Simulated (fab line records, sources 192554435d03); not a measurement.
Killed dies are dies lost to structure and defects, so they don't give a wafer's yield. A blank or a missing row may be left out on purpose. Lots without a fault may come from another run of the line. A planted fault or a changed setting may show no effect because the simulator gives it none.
Chamber matching | flow n5_finfet | N5_BEOL_M1_DESCUM_33 on rie_diel-03: 4 sister chambers
The step chemistry O2, time 7 s. 4 wafers are shown with their chamber, then 9 later ones without.

WAFERS WITH THEIR CHAMBER
wafer  | chamber | showerhead_plenum_p_Torr (Torr)
L079.4 | 1       | 2.14
L089.1 | 2       | 2.21
L089.2 | 0       | 1.97
L089.5 | 3       | 2.03

WAFERS WITHOUT THEIR CHAMBER
wafer  | showerhead_plenum_p_Torr (Torr)
L090.3 | 2.21
L090.5 | 1.97
L090.6 | 2.03
L092.2 | 2.21
L092.3 | 2.03
L092.5 | 2.21
L096.3 | 2.20
L096.4 | 2.23
L096.5 | 2.12

WHICH CHAMBER EACH WENT THROUGH
wafer  | from the rows above | in truth
L090.3 | 2                   | 2
L090.5 | 0                   | 0
L090.6 | 3                   | 3
L092.2 | 2                   | 2
L092.3 | 3                   | 3
L092.5 | 2                   | 2
L096.3 | 2                   | 2
L096.4 | 2                   | 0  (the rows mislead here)
L096.5 | 1                   | 1
Placed correctly: 8 of 9. Can't be placed from these rows: 0. Placed wrongly: 1.
How it was worked out, from the rows above alone: a wafer's distance from a chamber is the root of the sum, over the readings, of the square of ((its reading less the chamber's mean) divided by the reading's scatter). The wafer belongs to the nearest chamber; if the next one is less than 2 further off, it can't be placed. A chamber's mean is the mean of its shown wafers. The scatter: with one shown wafer a chamber, the root of the mean of the squares of how far each hidden wafer lies from its nearest shown one.
